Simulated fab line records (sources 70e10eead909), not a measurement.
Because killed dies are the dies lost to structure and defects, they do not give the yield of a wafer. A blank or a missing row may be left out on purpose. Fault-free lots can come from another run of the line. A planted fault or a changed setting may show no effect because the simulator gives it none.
The tool behind it: which one? / flow nand-harc / 24 lots with 72 wafers sampled at 2 steps, on a route of 1302 steps

WHAT EACH GAUGE READ, for each wafer
NHARC_A_SGD_CUT_CD_MEAS_09: target cd 100 nm.
lot=L074; measured=day 19 03:11; on=cd-sem-01; cd-nm (nm)=98.9 100.4 98.9
lot=L075; measured=day 20 03:29; on=cd-sem-02; cd-nm (nm)=100.6 99.5 99.8
lot=L076; measured=day 20 17:12; on=cd-sem-01; cd-nm (nm)=100.6 100.2 100.6
lot=L078; measured=day 20 18:20; on=cd-sem-03; cd-nm (nm)=99.9 99.8 99.5
lot=L077; measured=day 20 22:43; on=cd-sem-01; cd-nm (nm)=98.6 98.3 98.5
lot=L079; measured=day 21 09:45; on=cd-sem-03; cd-nm (nm)=99.1 99.9 99.5
lot=L080; measured=day 21 20:50; on=cd-sem-03; cd-nm (nm)=99.8 100.0 100.8
lot=L081; measured=day 22 14:09; on=cd-sem-02; cd-nm (nm)=100.9 100.0 100.5
lot=L082; measured=day 22 14:18; on=cd-sem-01; cd-nm (nm)=99.9 100.6 100.4
lot=L083; measured=day 23 00:14; on=cd-sem-03; cd-nm (nm)=100.2 100.8 100.6
lot=L084; measured=day 23 00:52; on=cd-sem-02; cd-nm (nm)=99.6 99.8 100.4
lot=L086; measured=day 24 02:28; on=cd-sem-03; cd-nm (nm)=99.5 99.4 99.3
lot=L087; measured=day 24 02:46; on=cd-sem-03; cd-nm (nm)=99.1 100.1 99.6
lot=L085; measured=day 24 02:55; on=cd-sem-02; cd-nm (nm)=100.1 100.6 100.5
lot=L088; measured=day 24 14:16; on=cd-sem-02; cd-nm (nm)=100.5 100.2 99.8
lot=L089; measured=day 24 14:35; on=cd-sem-03; cd-nm (nm)=99.9 99.9 99.9
lot=L090; measured=day 25 10:35; on=cd-sem-01; cd-nm (nm)=100.2 100.2 99.9
lot=L091; measured=day 26 08:40; on=cd-sem-01; cd-nm (nm)=100.5 100.4 100.0
lot=L092; measured=day 26 11:42; on=cd-sem-01; cd-nm (nm)=99.7 99.7 100.0
lot=L093; measured=day 27 09:16; on=cd-sem-01; cd-nm (nm)=100.8 100.3 100.6
lot=L094; measured=day 27 19:43; on=cd-sem-01; cd-nm (nm)=100.0 99.7 101.0
lot=L095; measured=day 27 19:53; on=cd-sem-02; cd-nm (nm)=100.3 100.6 100.7
lot=L096; measured=day 27 20:05; on=cd-sem-02; cd-nm (nm)=100.2 100.2 99.6
lot=L097; measured=day 28 06:47; on=cd-sem-03; cd-nm (nm)=99.7 100.3 100.1

NHARC_A_SGD_CUT_INSPECT_11.
lot=L074; measured=day 19 03:18; on=defect-inspect-01; raw-defect-count=61 78 62
lot=L075; measured=day 20 03:37; on=defect-inspect-01; raw-defect-count=15 18 14
lot=L076; measured=day 20 17:20; on=defect-inspect-01; raw-defect-count=69 75 76
lot=L078; measured=day 20 18:28; on=defect-inspect-02; raw-defect-count=20 24 24
lot=L077; measured=day 20 22:50; on=defect-inspect-01; raw-defect-count=18 11 19
lot=L079; measured=day 21 09:52; on=defect-inspect-02; raw-defect-count=59 78 64
lot=L080; measured=day 21 20:58; on=defect-inspect-01; raw-defect-count=24 21 27
lot=L081; measured=day 22 14:16; on=defect-inspect-01; raw-defect-count=70 77 73
lot=L082; measured=day 22 14:26; on=defect-inspect-01; raw-defect-count=70 59 74
lot=L083; measured=day 23 00:21; on=defect-inspect-01; raw-defect-count=73 80 73
lot=L084; measured=day 23 00:59; on=defect-inspect-02; raw-defect-count=35 25 23
lot=L086; measured=day 24 02:36; on=defect-inspect-01; raw-defect-count=80 96 96
lot=L087; measured=day 24 02:53; on=defect-inspect-02; raw-defect-count=88 98 94
lot=L085; measured=day 24 03:02; on=defect-inspect-01; raw-defect-count=18 17 14
lot=L088; measured=day 24 14:24; on=defect-inspect-02; raw-defect-count=89 96 76
lot=L089; measured=day 24 14:43; on=defect-inspect-02; raw-defect-count=12 13 19
lot=L090; measured=day 25 10:42; on=defect-inspect-01; raw-defect-count=82 97 78
lot=L091; measured=day 26 08:47; on=defect-inspect-01; raw-defect-count=27 29 33
lot=L092; measured=day 26 11:50; on=defect-inspect-01; raw-defect-count=87 82 73
lot=L093; measured=day 27 09:23; on=defect-inspect-02; raw-defect-count=55 61 65
lot=L094; measured=day 27 19:50; on=defect-inspect-01; raw-defect-count=42 56 55
lot=L095; measured=day 27 20:01; on=defect-inspect-02; raw-defect-count=15 34 22
lot=L096; measured=day 27 20:13; on=defect-inspect-02; raw-defect-count=73 58 75
lot=L097; measured=day 28 06:55; on=defect-inspect-01; raw-defect-count=64 58 62

EACH LOT AND THE TOOL THAT RAN IT (in order: tool; ch and the chambers of the sampled wafers; start)
The record shows no process step preceding these readings.

AS READ BY THE TOOLS THEMSELVES (means over the sampled wafers that have a number; for cases with no such wafer, the mark the record gives instead)
The record holds no such reading with a usual standard deviation.

THE ANSWER, worked out from the rows above alone
Rule: the lots themselves supply what counts as usual. The widest of any qualifying gaps counts: lots, ordered by their means at a reading, are off when they make up no more than a third of the lots, leave a main group of 4 or more, and stand apart from it by 3 or more times the standard deviation of that group's means. A main group whose means are all the same, to the digits that the tables above print for the reading, isn't used. A lot without any number at a reading at which 4 lots or more have one is off too. The other lots that the step has rows for count as sound. After the gauges, taken in route order, come the tools' own readings; for these a lot's mean is taken, as printed above. At the first step where some lot is off, the reading lying furthest off is the one used; lots without a number count as furthest.
Nothing can be told from this: no lot is off at any reading shown.

WHAT WAS PUT IN BY THE SIMULATOR
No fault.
